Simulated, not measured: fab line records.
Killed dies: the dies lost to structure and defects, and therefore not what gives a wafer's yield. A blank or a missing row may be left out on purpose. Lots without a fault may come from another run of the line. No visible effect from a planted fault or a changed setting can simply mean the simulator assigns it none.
What tool caused it? -- flow nand_harc -- Sampling: 24 lots, 72 wafers, 6 of 1159 route steps

## WHAT THE GAUGES READ, wafer by wafer
NHARC_P_CONTACT_INSPECT_14.
lot,measured,on,raw_defect_count
L074,day 5 08:05,defect_inspect-02,7 2 5
L076,day 6 01:58,defect_inspect-02,4 0 4
L075,day 6 03:03,defect_inspect-01,3 5 1
L078,day 6 06:11,defect_inspect-01,7 6 3
L077,day 6 10:44,defect_inspect-01,6 3 5
L079,day 6 18:29,defect_inspect-01,3 8 4
L080,day 7 02:34,defect_inspect-02,2 3 3
L081,day 7 09:20,defect_inspect-01,2 2 1
L082,day 7 15:01,defect_inspect-02,5 2 5
L083,day 7 16:06,defect_inspect-01,2 9 5
L084,day 7 20:22,defect_inspect-02,5 1 4
L088,day 8 17:05,defect_inspect-01,2 2 0
L085,day 8 18:01,defect_inspect-02,4 3 2
L086,day 8 18:03,defect_inspect-02,3 3 6
L087,day 8 23:41,defect_inspect-01,3 2 5
L089,day 9 12:17,defect_inspect-01,2 3 3
L090,day 9 13:28,defect_inspect-01,1 3 3
L091,day 9 17:25,defect_inspect-01,3 3 1
L093,day 10 06:57,defect_inspect-01,1 0 1
L092,day 10 07:47,defect_inspect-02,5 5 6
L095,day 10 16:11,defect_inspect-01,3 0 1
L094,day 10 16:29,defect_inspect-02,3 4 1
L096,day 11 07:36,defect_inspect-02,8 5 3
L097,day 11 08:33,defect_inspect-01,5 5 6

NHARC_P_M1_CD_MEAS_09: target cd 130 nm.
lot,measured,on,cd_nm (nm)
L074,day 5 18:19,cd_sem-03,129.4 129.3 129.9
L076,day 6 16:52,cd_sem-03,131.0 129.7 130.2
L075,day 6 17:37,cd_sem-03,130.2 129.8 129.5
L078,day 6 19:14,cd_sem-02,128.8 130.4 129.5
L077,day 6 22:58,cd_sem-01,129.1 129.9 130.1
L079,day 7 07:04,cd_sem-02,129.9 130.1 130.5
L080,day 7 13:35,cd_sem-01,130.4 129.8 130.1
L081,day 7 20:09,cd_sem-03,130.3 130.5 130.9
L082,day 7 23:18,cd_sem-01,130.2 129.3 130.0
L083,day 8 00:52,cd_sem-03,129.6 130.1 129.5
L084,day 8 04:40,cd_sem-01,130.1 129.8 130.0
L088,day 9 05:47,cd_sem-03,129.6 129.8 130.0
L085,day 9 06:31,cd_sem-03,131.0 129.0 129.2
L086,day 9 07:10,cd_sem-02,129.9 130.2 130.4
L087,day 9 08:47,cd_sem-02,131.3 130.5 129.2
L089,day 10 00:37,cd_sem-03,129.8 130.6 129.9
L090,day 10 01:16,cd_sem-03,129.0 129.1 130.0
L091,day 10 04:25,cd_sem-02,129.9 130.4 129.7
L093,day 10 15:40,cd_sem-02,130.0 130.8 130.3
L092,day 10 16:05,cd_sem-01,129.6 130.4 129.7
L095,day 11 03:17,cd_sem-02,130.8 130.8 130.6
L094,day 11 04:00,cd_sem-01,130.8 130.4 129.6
L096,day 11 21:15,cd_sem-01,129.6 128.4 128.9
L097,day 11 22:07,cd_sem-01,131.2 130.1 130.1

NHARC_P_M1_INSPECT_27.
lot,measured,on,raw_defect_count
L074,day 5 21:07,defect_inspect-01,146 190 382
L076,day 6 19:37,defect_inspect-01,280 1441 500
L075,day 6 20:25,defect_inspect-01,302 525 391
L078,day 6 22:04,defect_inspect-01,285 265 195
L077,day 7 01:48,defect_inspect-01,202 210 218
L079,day 7 09:56,defect_inspect-01,200 210 265
L080,day 7 16:29,defect_inspect-02,209 245 170
L081,day 7 23:02,defect_inspect-01,216 249 266
L082,day 8 02:04,defect_inspect-01,279 210 226
L083,day 8 03:38,defect_inspect-02,261 479 379
L084,day 8 07:26,defect_inspect-02,404 379 466
L088,day 9 08:34,defect_inspect-02,297 151 150
L085,day 9 09:16,defect_inspect-01,363 472 212
L086,day 9 09:56,defect_inspect-01,332 347 251
L087,day 9 11:34,defect_inspect-02,257 198 235
L089,day 10 03:23,defect_inspect-02,787 506 341
L090,day 10 04:01,defect_inspect-02,195 286 141
L091,day 10 07:12,defect_inspect-01,403 261 437
L093,day 10 18:26,defect_inspect-02,176 217 280
L092,day 10 19:01,defect_inspect-01,377 181 241
L095,day 11 06:04,defect_inspect-01,220 268 236
L094,day 11 06:58,defect_inspect-02,446 391 278
L096,day 12 00:04,defect_inspect-02,178 377 240
L097,day 12 00:53,defect_inspect-02,170 264 123

## WHICH TOOL RAN EACH LOT (tool, then ch and the chambers of the sampled wafers, then the start)
lot,NHARC_P_CONTACT_DESCUM_17,NHARC_P_CONTACT_STRIP_28,NHARC_P_M0_PRE_CLEAN_29
L074,"rie_diel-11 ch 1,2, day 5 08:09","rie_diel-11 ch 1,2,3, day 5 09:13","pvd_sputter-01, day 5 18:19 or earlier"
L076,"rie_diel-11 ch 1,2,3, day 6 02:02","rie_diel-01 ch 0,1, day 6 02:59","pvd_sputter-02, day 6 16:52 or earlier"
L075,"rie_diel-13 ch 0,2, day 6 03:07","rie_diel-11 ch 0,1,2, day 6 04:04","pvd_sputter-02, day 6 17:37 or earlier"
L078,"rie_diel-01 ch 1,2,3, day 6 06:17","rie_diel-11 ch 0,1,2, day 6 07:31","pvd_sputter-01, day 6 19:14 or earlier"
L077,"rie_diel-11 ch 0,1,2, day 6 10:48","rie_diel-01 ch 0,2,3, day 6 11:44","pvd_sputter-01, day 6 22:58 or earlier"
L079,"rie_diel-11 ch 2,3, day 6 18:34","rie_diel-11 ch 1,3, day 6 19:40","pvd_sputter-01, day 7 07:04 or earlier"
L080,"rie_diel-13 ch 1,3, day 7 02:38","rie_diel-11 ch 0,3, day 7 03:38","pvd_sputter-03, day 7 13:35 or earlier"
L081,"rie_diel-01 ch 0,2, day 7 09:24","rie_diel-11 ch 0,1,3, day 7 10:23","pvd_sputter-02, day 7 20:09 or earlier"
L082,"rie_diel-01 ch 0,1,3, day 7 15:05","rie_diel-01 ch 0,2,3, day 7 16:01","pvd_sputter-03, day 7 23:18 or earlier"
L083,"rie_diel-01 ch 0,1,2, day 7 16:10","rie_diel-11 ch 1,2, day 7 17:07","pvd_sputter-03, day 8 00:52 or earlier"
L084,"rie_diel-01 ch 0,2, day 7 20:26","rie_diel-13 ch 0,1,2, day 7 21:23","pvd_sputter-01, day 8 04:40 or earlier"
L088,"rie_diel-01 ch 1,2,3, day 8 17:09","rie_diel-01 ch 0,3, day 8 18:05","pvd_sputter-01, day 9 05:47 or earlier"
L085,"rie_diel-11 ch 0,2,3, day 8 18:05","rie_diel-11 ch 0,2,3, day 8 19:02","pvd_sputter-02, day 9 06:31 or earlier"
L086,"rie_diel-13 ch 1,3, day 8 18:07","rie_diel-11 ch 0,1, day 8 19:35","pvd_sputter-03, day 9 07:10 or earlier"
L087,"rie_diel-01 ch 2,3, day 8 23:45","rie_diel-01 ch 0,1,3, day 9 00:43","pvd_sputter-02, day 9 08:47 or earlier"
L089,"rie_diel-01 ch 1,3, day 9 12:20","rie_diel-11 ch 1,2, day 9 13:18","pvd_sputter-01, day 10 00:37 or earlier"
L090,"rie_diel-13 ch 2,3, day 9 13:31","rie_diel-01 ch 0,2, day 9 14:30","pvd_sputter-01, day 10 01:16 or earlier"
L091,"rie_diel-01 ch 0,1, day 9 17:29","rie_diel-11 ch 0,2,3, day 9 18:29","pvd_sputter-01, day 10 04:25 or earlier"
L093,"rie_diel-13 ch 0,2,3, day 10 07:01","rie_diel-13 ch 0,2,3, day 10 07:59","pvd_sputter-03, day 10 15:40 or earlier"
L092,"rie_diel-13 ch 0,3, day 10 07:51","rie_diel-01 ch 0,1,3, day 10 08:53","pvd_sputter-03, day 10 16:05 or earlier"
L095,"rie_diel-01 ch 0,1,3, day 10 16:15","rie_diel-01 ch 0,3, day 10 17:11","pvd_sputter-03, day 11 03:17 or earlier"
L094,"rie_diel-11 ch 1,3, day 10 16:33","rie_diel-11 ch 1,2,3, day 10 17:32","pvd_sputter-02, day 11 04:00 or earlier"
L096,"rie_diel-11 ch 0,1,2, day 11 07:41","rie_diel-11 ch 0,1, day 11 08:36","pvd_sputter-03, day 11 21:15 or earlier"
L097,"rie_diel-01 ch 1,3, day 11 08:37","rie_diel-11 ch 1,2, day 11 09:43","pvd_sputter-02, day 11 22:07 or earlier"
- NHARC_P_CONTACT_DESCUM_17: chemistry O2, time 3 s.
- NHARC_P_CONTACT_STRIP_28: strips in O2.
- NHARC_P_M0_PRE_CLEAN_29: time 30 s.

## AS READ BY THE TOOLS THEMSELVES (means over the sampled wafers that have a number; for cases with no such wafer, the mark the record gives instead)
NHARC_P_CONTACT_DESCUM_17.
lot,tool,drypump_motor_current_A (A),oes_product_au (a.u.),rf_vpp_V (V),showerhead_plenum_p_Torr (Torr),throttle_valve_pct (%)
L074,rie_diel-11,5.0,1.010,58.1,1.94,11.308
L076,rie_diel-11,5.3,1.002,57.2,1.95,11.310
L075,rie_diel-13,6.0,0.998,58.0,1.97,11.323
L078,rie_diel-01,5.7,1.006,58.2,1.90,11.309
L077,rie_diel-11,5.5,0.999,57.7,1.94,11.308
L079,rie_diel-11,5.2,1.012,58.0,1.99,11.315
L080,rie_diel-13,5.4,0.998,56.4,1.87,11.305
L081,rie_diel-01,5.0,1.014,59.0,1.92,11.314
L082,rie_diel-01,5.8,0.995,57.6,1.83,11.316
L083,rie_diel-01,5.2,1.017,57.7,1.89,11.310
L084,rie_diel-01,5.0,1.016,57.0,1.86,11.318
L088,rie_diel-01,5.7,1.004,57.4,1.90,11.314
L085,rie_diel-11,5.7,1.000,57.8,1.99,11.307
L086,rie_diel-13,5.7,1.002,57.6,1.84,11.312
L087,rie_diel-01,6.2,0.993,58.0,1.88,11.314
L089,rie_diel-01,6.4,0.990,57.2,1.85,11.323
L090,rie_diel-13,5.4,0.995,57.9,1.95,11.308
L091,rie_diel-01,5.4,1.011,57.7,1.85,11.315
L093,rie_diel-13,5.8,0.994,58.1,1.90,11.309
L092,rie_diel-13,5.9,0.994,56.7,1.80,11.314
L095,rie_diel-01,5.8,1.011,58.5,1.83,11.316
L094,rie_diel-11,5.6,1.005,58.1,1.95,11.309
L096,rie_diel-11,5.5,1.001,58.5,1.94,11.305
L097,rie_diel-01,6.4,0.974,57.5,1.84,11.308

NHARC_P_CONTACT_STRIP_28.
lot,tool,drypump_motor_current_A (A),oes_product_au (a.u.),rf_vpp_V (V),showerhead_plenum_p_Torr (Torr),throttle_valve_pct (%)
L074,rie_diel-11,5.3,0.999,57.8,3.58,17.043
L076,rie_diel-01,5.4,1.008,57.3,3.42,17.040
L075,rie_diel-11,5.5,0.991,58.4,3.57,17.044
L078,rie_diel-11,5.5,0.989,58.1,3.57,17.031
L077,rie_diel-01,5.6,1.010,58.5,3.45,17.050
L079,rie_diel-11,5.6,0.994,58.3,3.60,17.039
L080,rie_diel-11,6.1,0.997,58.1,3.66,17.042
L081,rie_diel-11,5.8,0.995,58.0,3.59,17.042
L082,rie_diel-01,5.6,1.003,57.7,3.45,17.024
L083,rie_diel-11,5.0,1.007,58.1,3.57,17.037
L084,rie_diel-13,6.1,1.003,57.9,3.48,17.041
L088,rie_diel-01,5.7,0.999,56.7,3.34,17.037
L085,rie_diel-11,5.7,1.003,57.8,3.66,17.043
L086,rie_diel-11,6.0,0.991,57.2,3.58,17.033
L087,rie_diel-01,5.8,1.005,57.5,3.39,17.036
L089,rie_diel-11,5.2,1.005,57.6,3.50,17.042
L090,rie_diel-01,5.0,1.020,57.1,3.55,17.038
L091,rie_diel-11,5.7,1.002,58.2,3.66,17.040
L093,rie_diel-13,5.8,0.992,57.8,3.51,17.048
L092,rie_diel-01,5.8,1.001,57.2,3.39,17.045
L095,rie_diel-01,6.2,1.001,57.9,3.36,17.039
L094,rie_diel-11,5.3,1.015,57.8,3.58,17.040
L096,rie_diel-11,5.6,1.012,58.1,3.50,17.032
L097,rie_diel-11,5.2,1.007,57.6,3.50,17.043

NHARC_P_M0_PRE_CLEAN_29.
lot,tool,heater_power_w (W)
L074,pvd_sputter-01,387
L076,pvd_sputter-02,412
L075,pvd_sputter-02,409
L078,pvd_sputter-01,399
L077,pvd_sputter-01,386
L079,pvd_sputter-01,384
L080,pvd_sputter-03,468
L081,pvd_sputter-02,406
L082,pvd_sputter-03,458
L083,pvd_sputter-03,461
L084,pvd_sputter-01,387
L088,pvd_sputter-01,407
L085,pvd_sputter-02,418
L086,pvd_sputter-03,455
L087,pvd_sputter-02,412
L089,pvd_sputter-01,390
L090,pvd_sputter-01,395
L091,pvd_sputter-01,374
L093,pvd_sputter-03,463
L092,pvd_sputter-03,472
L095,pvd_sputter-03,467
L094,pvd_sputter-02,403
L096,pvd_sputter-03,458
L097,pvd_sputter-02,377

## THE ANSWER, worked out from the rows above alone
Rule: usual is defined by the lots themselves. The widest of any qualifying gaps counts: lots, ordered by their means at a reading, are off when they make up no more than a third of the lots, leave a main group of 4 or more, and stand apart from it by 3 or more times the standard deviation of that group's means. The tables above print the reading to a certain number of digits; a main group whose means all agree to those digits is not used. A lot without any number at a reading at which 4 lots or more have one is off too. Where the step has rows for the other lots, those lots are counted as sound. Order of review: gauges by route order, followed by the tools' own readings, for which a lot's mean as printed above is used. At the first step where some lot is off, the reading lying furthest off is the one used; lots without a number count as furthest.
Nothing can be told from this: no lot is off at any reading shown.

## WHAT WAS PUT IN BY THE SIMULATOR
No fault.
